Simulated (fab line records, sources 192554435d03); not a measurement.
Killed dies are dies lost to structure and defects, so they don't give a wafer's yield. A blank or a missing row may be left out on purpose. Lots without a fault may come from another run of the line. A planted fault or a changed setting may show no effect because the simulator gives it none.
Which tool did it? | flow n5_finfet | 24 lots, 72 wafers sampled, at 1 step of a route of 1938

WHAT THE GAUGES READ, wafer by wafer
N5_BEOL_M4_CD_MEAS_35: target cd 18 nm, target cd y 22.4 nm. Usual: cd_nm 18.1 nm, standard deviation 0.42.
lot  | measured     | on        | cd_nm (nm)     | flag
L074 | day 7 19:11  | cd_sem-01 | 18.1 18.3 17.5 |
L075 | day 7 22:13  | cd_sem-01 | 18.5 18.5 18.4 |
L076 | day 8 01:13  | cd_sem-02 | 17.7 18.5 18.8 |
L077 | day 8 18:48  | cd_sem-02 | 18.4 18.5 17.9 |
L078 | day 8 21:56  | cd_sem-02 | 18.0 18.2 18.2 |
L080 | day 9 04:23  | cd_sem-02 | 18.6 17.9 17.9 |
L079 | day 9 04:33  | cd_sem-02 | 18.7 18.0 18.4 |
L081 | day 9 13:37  | cd_sem-02 | 17.8 18.0 18.0 |
L082 | day 10 01:38 | cd_sem-02 | 18.3 17.6 18.3 |
L083 | day 10 01:41 | cd_sem-01 | 18.6 18.6 18.0 |
L084 | day 10 05:34 | cd_sem-02 | 18.5 17.5 18.0 |
L085 | day 10 14:39 | cd_sem-01 | 18.6 17.1 17.9 |
L086 | day 11 03:44 | cd_sem-02 | 18.0 18.2 17.9 |
L087 | day 11 06:50 | cd_sem-03 | 18.7 19.0 17.8 |
L089 | day 12 04:28 | cd_sem-03 | 17.7 17.8 18.0 |
L088 | day 12 07:36 | cd_sem-02 | 17.8 18.1 17.6 |
L090 | day 12 15:13 | cd_sem-01 | 18.2 18.2 17.4 |
L091 | day 12 15:29 | cd_sem-01 | 18.0 17.7 16.8 |
L092 | day 12 15:52 | cd_sem-01 | 18.0 17.4 18.2 |
L093 | day 12 18:01 | cd_sem-01 | 17.7 18.0 18.0 |
L094 | day 13 09:29 | cd_sem-02 | 18.0 17.9 18.0 |
L095 | day 13 15:47 | cd_sem-03 | 18.0 17.5 18.4 |
L097 | day 14 01:43 | cd_sem-01 | 18.3 18.6 17.6 |
L096 | day 14 02:12 | cd_sem-03 | 18.3 17.6 17.2 |

WHICH TOOL RAN EACH LOT (tool, then ch and the chambers of the sampled wafers, then the start)
The record holds no process step before these readings.

WHAT THE TOOLS THEMSELVES READ (means of the sampled wafers that have a number; where no wafer has one, the mark that the record gives instead)
The record holds no such reading with a usual standard deviation.

THE ANSWER, worked out from the rows above alone
Rule: a lot is off if the mean of its wafers that have a number lies more than 3 standard deviations from the usual mean. A lot without any number at a reading at which 4 lots or more have one is off too. The other lots that the step has rows for count as sound. The gauges are gone through in route order, then the tools' own readings, and for those a lot's mean is taken as printed above. The first step at which some lot is off is used, and at that step the reading that is off furthest; a lot without a number counts as furthest.
No lot is off at any reading shown: from this, nothing can be told.

WHAT THE SIMULATOR HAD PUT IN
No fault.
